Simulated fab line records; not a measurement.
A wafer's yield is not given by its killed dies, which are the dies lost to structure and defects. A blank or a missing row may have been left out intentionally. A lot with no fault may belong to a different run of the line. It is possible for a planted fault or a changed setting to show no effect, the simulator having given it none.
fab line records    flow n5Finfet
record lots=7  wafers=39
route steps=1938 shown WELL_APT@55 FIN_SAQP@108 FIN_CUT@176 DUMMY_GATE@228 HKMG_FIN@438 MOL_CONTACT_COAG@586 BEOL_M4@1111
startH: hours from the record's opening day to when the first of the lot's shown wafers began    waitH: time in hours since the lot's previous step    " unchanged from the row above    L1.1+2: several wafers, shown together as one row    - no value, or no start given    * or withheld: withheld    < > ~ a bound
route shown NAME@n: a module of which the file shows steps, and the number in the route of the first    usual: mean/standard deviation taken from wafers without a fault    same: alike in all rows    chamber/n: place in a boat    sites: readings site by site    _std_site: the standard deviation of these    _edge_site: the outer-site mean with the inner-site mean subtracted    radiusMm: how far each site lies from the wafer's centre    mask NAME#n: copy n    behind: the tool/chamber that last shaped the wafer    hold: cause of the lot's hold/its duration in hours/its outcome    device: which transistor (n, p or np) failed to switch    end of line: the route-end tests of the same wafers    a step with no rows: only its recipe    killed: the dies lost at the first sort to structure and to defects; this is not the yield of the wafer    map: shows each die of a wafer: x if killed, . if not, _ if none is there
set.NAME: the run value of the setting; set.NAME@STEP: its run value at that earlier step    model.NAME: the simulator's own value behind a step, which no gauge read
lots run with intentionally changed settings; tables by step, rows by wafer
## steps
# step N5_WELL_APT_EPI_41
# recipe material=Si  targetThkA=500  tempC=650  precursor=SiH4/H2  pressureTorr=20  timeS=297.7
# step N5_FIN_SAQP_EXPOSE_13
# recipe maskId=FIN_CORE  na=1.35  sourceShape=dipole  sigmaInner=0.538  sigmaOuter=0.738  polarization=te  targetCdNm=35.6  doseMj=63.25
# step N5_FIN_CUT_CUT_ETCH_15
# recipe chemistry=HBr/Cl2/O2  target=Si  targetDepthA=1000  btTimeS=10  maskMaterial=SOC  timeS=42.4  ionEnergyEv=*  biasW=*  pressureMtorr=10  icpW=800  HBr_flow_sccm=150  Cl2_flow_sccm=80  O2_flow_sccm=12
# step N5_DUMMY_GATE_EXPOSE_12
# recipe maskId=GATE  na=0.33  sourceShape=annular  sigmaInner=0.2  sigmaOuter=0.6  polarization=unpolarized  targetCdNm=25  doseMj=34
# step N5_DUMMY_GATE_ETCH_31
# recipe chemistry=C4F6/O2  target=SiO2  maskMaterial=SOC  targetDepthA=825  timeS=27.5  ionEnergyEv=250  pressureMtorr=30  sourceW=345  biasW=185  Ar_flow_sccm=300  C4F6_flow_sccm=10  O2_flow_sccm=10
# step N5_DUMMY_GATE_ETCH_42
# recipe chemistry=CHF3/O2  target=SiO2  targetDepthA=35  timeS=31  ionEnergyEv=30  biasW=12  pressureMtorr=30  sourceW=600  Ar_flow_sccm=200  CHF3_flow_sccm=50  O2_flow_sccm=5
# step N5_HKMG_FIN_ETCH_35
# recipe chemistry=N2/H2  target=SOC  targetDepthA=2158  ionEnergyEv=65  biasW=5  sourceW=3000  timeS=243.4  pressureMtorr=30  n2FlowSccm=200  h2FlowSccm=200
# step N5_MOL_CONTACT_COAG_VIA_ETCH_46
# recipe chemistry=C4F6/O2  targetDepthA=460  overetchA=92  maskMaterial=SOC  target=SiO2  biasW=455  pressureMtorr=10  timeS=40  sourceW=325  Ar_flow_sccm=300  C4F6_flow_sccm=10  O2_flow_sccm=10  ionEnergyEv=575.3  ends=endPoint
# step N5_MOL_CONTACT_COAG_ETCH_67
# recipe chemistry=N2/H2  target=SOC  targetDepthA=600  overetchA=210  maskMaterial=SiARC  tempC=40  timeS=101.2  ionEnergyEv=200  pressureMtorr=30  sourceW=840  biasW=150  n2FlowSccm=200  h2FlowSccm=200
# step N5_BEOL_M4_RC_MEAS_101
# usual CJ_N=4.35/0.08  DIBL_P=36.1/1.7  RS_PWELL=3009/26
lot.wafer  tool       chamber  startH  waitH  set.timeS@WELL_APT_EPI_41  set.doseMj@FIN_SAQP_EXPOSE_13  set.timeS@FIN_CUT_CUT_ETCH_15  set.doseMj@DUMMY_GATE_EXPOSE_12  set.targetDepthA@DUMMY_GATE_ETCH_31  set.biasW@DUMMY_GATE_ETCH_42  set.sourceW@HKMG_FIN_ETCH_35  set.biasW@MOL_CONTACT_COAG_VIA_ETCH_46  set.targetDepthA@MOL_CONTACT_COAG_ETCH_67  CJ_N  DIBL_P[mV/V]  RS_PWELL[ohm/sq]
L078.1     prober-01  0        187.55  0.0    297.7                      63.25                          34.04                          34                               825                                  12                            3000                          498.2                                   572.5                                      4.35  37.1          3030
L078.2     "          0        "       "      297.7                      63.25                          42.4                           34                               825                                  12                            3372                          455                                     572.5                                      4.30  38.5          2976
L078.3     "          0        "       "      304.4                      66.89                          42.4                           34                               825                                  12                            3000                          455                                     600                                        4.23  35.6          2981
L078.4     "          0        "       "      304.4                      63.25                          42.4                           34                               825                                  12                            3372                          498.2                                   600                                        4.15  35.0          3012
L078.5     "          0        "       "      297.7                      66.89                          34.04                          34                               825                                  12                            3372                          498.2                                   572.5                                      4.26  35.4          3000
L078.6     "          0        "       "      304.4                      66.89                          34.04                          34                               825                                  12                            3000                          455                                     600                                        4.20  35.0          2966
L077.1     prober-02  0        189.12  0.0    305.9                      67.78                          42.4                           34                               825                                  12                            3000                          455                                     544.4                                      4.40  39.6          2984
L077.2     "          0        "       "      305.9                      63.25                          42.4                           34                               825                                  12                            2615                          455                                     544.4                                      4.34  37.2          2978
L077.3     "          0        "       "      297.7                      63.25                          42.4                           32.01                            825                                  12                            3000                          421.7                                   544.4                                      4.43  31.5          3004
L077.4     "          0        "       "      297.7                      63.25                          42.4                           32.01                            825                                  12                            2615                          455                                     600                                        4.41  34.2          3028
L077.5     "          0        "       "      297.7                      67.78                          42.4                           34                               825                                  12                            2615                          421.7                                   600                                        4.38  34.9          2997
L077.6     "          0        "       "      305.9                      67.78                          42.4                           32.01                            825                                  12                            3000                          421.7                                   600                                        4.37  31.0          3002
L079.1     prober-01  0        193.44  0.0    297.7                      63.25                          42.4                           34                               825                                  12                            3000                          455                                     600                                        4.35  33.9          3031
L079.3     "          0        "       "      297.7                      63.25                          42.4                           34                               825                                  12                            3000                          455                                     600                                        4.36  35.7          3015
L079.4     "          0        "       "      297.7                      63.25                          42.4                           34                               825                                  12                            3000                          455                                     600                                        4.38  34.5          3023
L081.1     prober-02  0        212.89  0.0    319.4                      63.25                          42.4                           34                               825                                  14.25                         3374                          455                                     600                                        4.08  34.8          2956
L081.2     "          0        "       "      319.4                      67.53                          42.4                           34                               908.9                                12                            3374                          395                                     600                                        4.10  33.6          2984
L081.3     "          0        "       "      297.7                      63.25                          42.4                           32.67                            908.9                                14.25                         3000                          395                                     600                                        4.50  29.4          3031
L081.4     "          0        "       "      319.4                      63.25                          42.4                           32.67                            825                                  12                            3000                          395                                     664.1                                      4.14  30.5          2986
L081.5     "          0        "       "      297.7                      67.53                          42.4                           34                               825                                  14.25                         3000                          455                                     664.1                                      4.47  33.9          3054
L081.6     "          0        "       "      297.7                      67.53                          42.4                           32.67                            908.9                                12                            3374                          455                                     664.1                                      4.49  32.5          3018
L092.1     prober-02  0        284.72  0.0    297.7                      58.99                          42.4                           36.7                             825                                  14.23                         3245                          455                                     630.4                                      4.31  41.9          2993
L092.2     "          0        "       "      297.7                      58.99                          42.4                           36.7                             825                                  12                            3000                          455                                     630.4                                      4.31  42.1          3003
L092.3     "          0        "       "      297.7                      58.99                          42.4                           34                               825                                  12                            3245                          455                                     600                                        4.38  40.7          2998
L092.4     "          0        "       "      297.7                      63.25                          42.4                           34                               825                                  14.23                         3245                          455                                     630.4                                      4.36  35.6          2971
L092.5     "          0        "       "      297.7                      63.25                          42.4                           34                               825                                  14.23                         3000                          455                                     600                                        4.30  36.8          2972
L092.6     "          0        "       "      297.7                      63.25                          42.4                           36.7                             825                                  12                            3000                          455                                     600                                        4.28  40.6          2996
L095.1     prober-01  0        293.85  0.0    288.2                      65.02                          36.43                          34                               741.1                                12                            3000                          394.4                                   600                                        4.48  36.8          3037
L095.2     "          0        "       "      288.2                      63.25                          42.4                           34                               825                                  12                            3000                          455                                     561.2                                      4.53  36.7          3041
L095.3     "          0        "       "      288.2                      65.02                          42.4                           34                               825                                  12                            3000                          394.4                                   600                                        4.53  38.4          3050
L095.4     "          0        "       "      297.7                      63.25                          36.43                          34                               741.1                                12                            3000                          394.4                                   561.2                                      4.39  37.3          3068
L095.5     "          0        "       "      297.7                      65.02                          42.4                           34                               741.1                                12                            3000                          455                                     561.2                                      4.34  37.9          3049
L095.6     "          0        "       "      297.7                      63.25                          36.43                          34                               825                                  12                            3000                          455                                     600                                        4.35  37.4          3005
L096.1     prober-02  0        319.48  0.0    320.6                      63.25                          42.4                           34                               825                                  12                            2574                          502.5                                   600                                        3.86  39.6          2951
L096.2     "          0        "       "      320.6                      60.03                          42.4                           34                               762                                  12                            3000                          502.5                                   527.6                                      3.90  37.8          2971
L096.3     "          0        "       "      320.6                      63.25                          35.37                          34                               762                                  11.33                         2574                          455                                     600                                        3.88  36.9          2977
L096.4     "          0        "       "      297.7                      60.03                          35.37                          34                               825                                  11.33                         3000                          502.5                                   527.6                                      4.40  38.4          3048
L096.5     "          0        "       "      297.7                      60.03                          35.37                          34                               762                                  12                            2574                          455                                     527.6                                      4.40  37.8          3029
L096.6     "          0        "       "      297.7                      63.25                          42.4                           34                               825                                  11.33                         3000                          455                                     600                                        4.38  36.4          3028
## key
split step=N5_WELL_APT_EPI_41  setting=timeS  statedAs=297.7
response step=N5_BEOL_M4_RC_MEAS_101  reading=CJ_N  slope=-0.0553  per=1%  togetherWith=all  explained=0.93
response step=N5_BEOL_M4_RC_MEAS_101  reading=RS_PWELL  slope=-8.75  per=1%  togetherWith=all  explained=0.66
split step=N5_FIN_SAQP_EXPOSE_13  setting=doseMj  statedAs=63.25
response none clear
split step=N5_FIN_CUT_CUT_ETCH_15  setting=timeS  statedAs=42.4
response none clear
split step=N5_DUMMY_GATE_EXPOSE_12  setting=doseMj  statedAs=34
response step=N5_BEOL_M4_RC_MEAS_101  reading=DIBL_P  slope=+0.597  per=1%  togetherWith=all  explained=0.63
split step=N5_DUMMY_GATE_ETCH_31  setting=targetDepthA  statedAs=825
response none clear
split step=N5_DUMMY_GATE_ETCH_42  setting=biasW  statedAs=12
response none clear
split step=N5_HKMG_FIN_ETCH_35  setting=sourceW  statedAs=3000
response none clear
split step=N5_MOL_CONTACT_COAG_VIA_ETCH_46  setting=biasW  statedAs=455
response none clear
split step=N5_MOL_CONTACT_COAG_ETCH_67  setting=targetDepthA  statedAs=600
response none clear
